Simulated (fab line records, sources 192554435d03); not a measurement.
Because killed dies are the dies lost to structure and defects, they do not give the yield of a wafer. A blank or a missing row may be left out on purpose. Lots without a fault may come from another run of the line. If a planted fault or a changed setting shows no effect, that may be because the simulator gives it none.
Split-lot trial | flow n5 finfet | on a route of 1938 steps: 7 lots, 21 wafers read

ABOUT THE SPLIT
At N5_BEOL_M4_COAT_22 (resist thk 30 nm), the setting spin rpm was moved away from the recipe's 1500 rpm on 6 of the 21 wafers read, by -6.3% to +10.0%. This setting was run at the recipe's value on the other wafers.

FROM THE SPLIT TO THE READING: what the file shows between them, 4 steps
- N5_BEOL_M4_EBR_24
- N5_BEOL_M4_SOFTBAKE_23: time 60 s
- N5_BEOL_M4_EXPOSE_25: exposes mask V3, defocus 5 nm
- N5_BEOL_M4_PEB_26: peb time 60 s

THE READING
CAR-EUV_of_BEOL_M4_COAT_22.thk nm (the simulator's own value, which no gauge read), in nm, at N5_BEOL_M4_DEVELOP_27 (develop time 30 s). The file does not state a usual value for it. Average 29.5 nm, standard deviation 0.088 nm, over the 15 wafers here run with the recipe.

wafer  | tool, chamber at the split | spin rpm as run, rpm | against the recipe | CAR-EUV_of_BEOL_M4_COAT_22.thk nm, nm | against lot-mates on the recipe
L079.1 | litho track-04, 0          | 1500                 | recipe             | 29.6                                  | -
L079.2 | litho track-04, 0          | 1500                 | recipe             | 29.4                                  | -
L079.6 | litho track-04, 0          | 1405                 | -6.3%              | 30.4                                  | +0.9
L080.2 | litho track-01, 0          | 1450                 | -3.3%              | 30                                    | +0.6
L080.5 | litho track-01, 0          | 1450                 | -3.3%              | 30                                    | +0.6
L080.3 | litho track-01, 0          | 1500                 | recipe             | 29.4                                  | -
L082.2 | litho track-01, 0          | 1500                 | recipe             | 29.6                                  | -
L082.3 | litho track-01, 0          | 1500                 | recipe             | 29.6                                  | -
L082.5 | litho track-01, 0          | 1500                 | recipe             | 29.6                                  | -
L085.1 | litho track-01, 0          | 1609                 | +7.3%              | 28.6                                  | -1.0
L085.5 | litho track-01, 0          | 1609                 | +7.3%              | 28.6                                  | -1.0
L085.2 | litho track-01, 0          | 1500                 | recipe             | 29.6                                  | -
L093.2 | litho track-04, 0          | 1650                 | +10.0%             | 28                                    | -1.6
L093.4 | litho track-04, 0          | 1500                 | recipe             | 29.6                                  | -
L093.5 | litho track-04, 0          | 1500                 | recipe             | 29.6                                  | -
L094.1 | litho track-04, 0          | 1500                 | recipe             | 29.6                                  | -
L094.3 | litho track-04, 0          | 1500                 | recipe             | 29.6                                  | -
L094.5 | litho track-04, 0          | 1500                 | recipe             | 29.6                                  | -
L097.2 | litho track-04, 0          | 1500                 | recipe             | 29.6                                  | -
L097.3 | litho track-04, 0          | 1500                 | recipe             | 29.4                                  | -
L097.6 | litho track-04, 0          | 1500                 | recipe             | 29.4                                  | -

THE FIT
A straight line over all 21 wafers: CAR-EUV_of_BEOL_M4_COAT_22.thk nm changes by -0.14 nm for each +1% of spin rpm; r = -0.99; the points scatter about the line by 0.089 nm.
The same after taking each lot's own level away (the mean of its wafers on the recipe; 21 wafers): -0.151 nm for each +1%; r = -0.99; scatter 0.07 nm.
That fit puts the effect of the largest move of spin rpm on the reading at 1.5 nm.
The lots' own levels span 29.40 to 29.60 nm, that is 2.3 times the standard deviation above.
The two slopes are in agreement: the lot-to-lot level therefore moves the slope only a little.
Check: with one of the wafers moved furthest among these (+10.0%) left out of the fit, the line predicts -1.43 nm for it against its lot-mates. It came out at -1.6 nm against them.

THE OTHER SPLITS THESE WAFERS WENT THROUGH
These wafers also went through other splits before the reading. Each is held against what the fit with the lots' levels taken away leaves over:
other split on the same wafers | wafers away from the commonest value | r with CAR-EUV_of_BEOL_M4_COAT_22.thk nm (lot level and that fit taken away)
N5_BEOL_M4_COAT_67 spin rpm    | 8                                    | +0.02

THE WHOLE CHAIN: every reading that the file lists as answering this split, in the file's order
step                  | what it does      | reading                                                                            | change (the file's fit)               | r (the file's)
N5_BEOL_M4_COAT_22    | resist thk 30 nm  | CAR-EUV_of_BEOL_M4_COAT_22.thk nm (the simulator's own value, which no gauge read) | -0.138 nm for each +1% of the setting | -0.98
N5_BEOL_M4_DEVELOP_27 | develop time 30 s | CAR-EUV_of_BEOL_M4_COAT_22.thk nm (the simulator's own value, which no gauge read) | -0.152 nm for each +1% of the setting | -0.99

FILE'S OWN FIT
CAR-EUV_of_BEOL_M4_COAT_22.thk nm changes by -0.152 nm for each +1% of spin rpm, r = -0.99.
